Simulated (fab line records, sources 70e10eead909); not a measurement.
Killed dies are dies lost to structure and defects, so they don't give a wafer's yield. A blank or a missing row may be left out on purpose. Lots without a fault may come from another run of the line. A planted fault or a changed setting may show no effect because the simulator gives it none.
Which tool did it? | flow nand_harc | 12 lots, 36 wafers sampled, at 1 step of a route of 1302

WHAT THE GAUGES READ, wafer by wafer
NHARC_A_SLIT_CD_MEAS_09: target cd 300 nm.
lot  | measured     | on        | cd_nm (nm)
L074 | day 20 10:48 | cd_sem-03 | 298.8 299.7 299.5
L077 | day 21 14:17 | cd_sem-01 | 301.0 300.8 300.6
L081 | day 23 19:20 | cd_sem-02 | 299.1 299.5 299.3
L084 | day 24 11:38 | cd_sem-01 | 300.7 300.3 300.0
L083 | day 24 15:26 | cd_sem-01 | 301.0 300.5 300.0
L085 | day 25 09:41 | cd_sem-02 | 300.8 301.2 301.0
L088 | day 25 13:37 | cd_sem-01 | 299.8 299.3 300.0
L089 | day 25 21:44 | cd_sem-01 | 299.4 299.6 299.4
L091 | day 26 03:46 | cd_sem-01 | 298.6 298.8 299.0
L093 | day 27 22:33 | cd_sem-01 | 299.2 299.3 299.5
L095 | day 29 10:31 | cd_sem-01 | 299.8 299.3 299.9
L097 | day 30 22:22 | cd_sem-01 | 300.6 299.9 299.7

WHICH TOOL RAN EACH LOT (tool, then ch and the chambers of the sampled wafers, then the start)
The record holds no process step before these readings.

THE ANSWER, worked out from the rows above alone
Rule: what is usual is taken from the lots themselves. Put in order of their means at a reading, lots are off if they are a third of the lots or fewer, leave a main group of 4 or more, and stand apart from it by a gap of 3 or more times the standard deviation of the main group's means; of several such gaps the widest counts. A main group whose means are all the same, to the digits that the tables above print for the reading, isn't used. A lot without any number at a reading at which 4 lots or more have one is off too. The other lots that the step has rows for count as sound.
No lot is off at any reading shown: from this, nothing can be told.

WHAT THE SIMULATOR HAD PUT IN
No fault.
